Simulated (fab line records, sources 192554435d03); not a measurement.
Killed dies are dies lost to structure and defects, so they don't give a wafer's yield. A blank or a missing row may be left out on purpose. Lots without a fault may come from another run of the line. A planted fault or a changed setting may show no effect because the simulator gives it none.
Chamber matching | flow n5_finfet | N5_BEOL_M11_STRIP_67 on rie_diel-01: 4 sister chambers
The step strips in CF4. 4 wafers are shown with their chamber, then 9 later ones without.

WAFERS WITH THEIR CHAMBER
wafer  | chamber | showerhead_plenum_p_Torr (Torr)
L085.1 | 1       | 1.70
L090.1 | 2       | 1.74
L090.2 | 3       | 1.84
L090.6 | 0       | 1.89

WAFERS WITHOUT THEIR CHAMBER
wafer  | showerhead_plenum_p_Torr (Torr)
L092.2 | 1.74
L092.4 | 1.83
L092.6 | 1.74
L095.1 | 1.69
L095.2 | 1.74
L095.4 | 1.84
L097.1 | 1.83
L097.4 | 1.74
L097.5 | 1.89

WHICH CHAMBER EACH WENT THROUGH
wafer  | from the rows above | in truth
L092.2 | 2                   | 2
L092.4 | 3                   | 3
L092.6 | 2                   | 2
L095.1 | 1                   | 1
L095.2 | 2                   | 2
L095.4 | 3                   | 3
L097.1 | 3                   | 3
L097.4 | 2                   | 2
L097.5 | 0                   | 0
Placed correctly: 9 of 9. Can't be placed from these rows: 0. Placed wrongly: 0.
How it was worked out, from the rows above alone: a wafer's distance from a chamber is the root of the sum, over the readings, of the square of ((its reading less the chamber's mean) divided by the reading's scatter). The wafer belongs to the nearest chamber; if the next one is less than 2 further off, it can't be placed. A chamber's mean is the mean of its shown wafers. The scatter: with one shown wafer a chamber, the root of the mean of the squares of how far each hidden wafer lies from its nearest shown one.
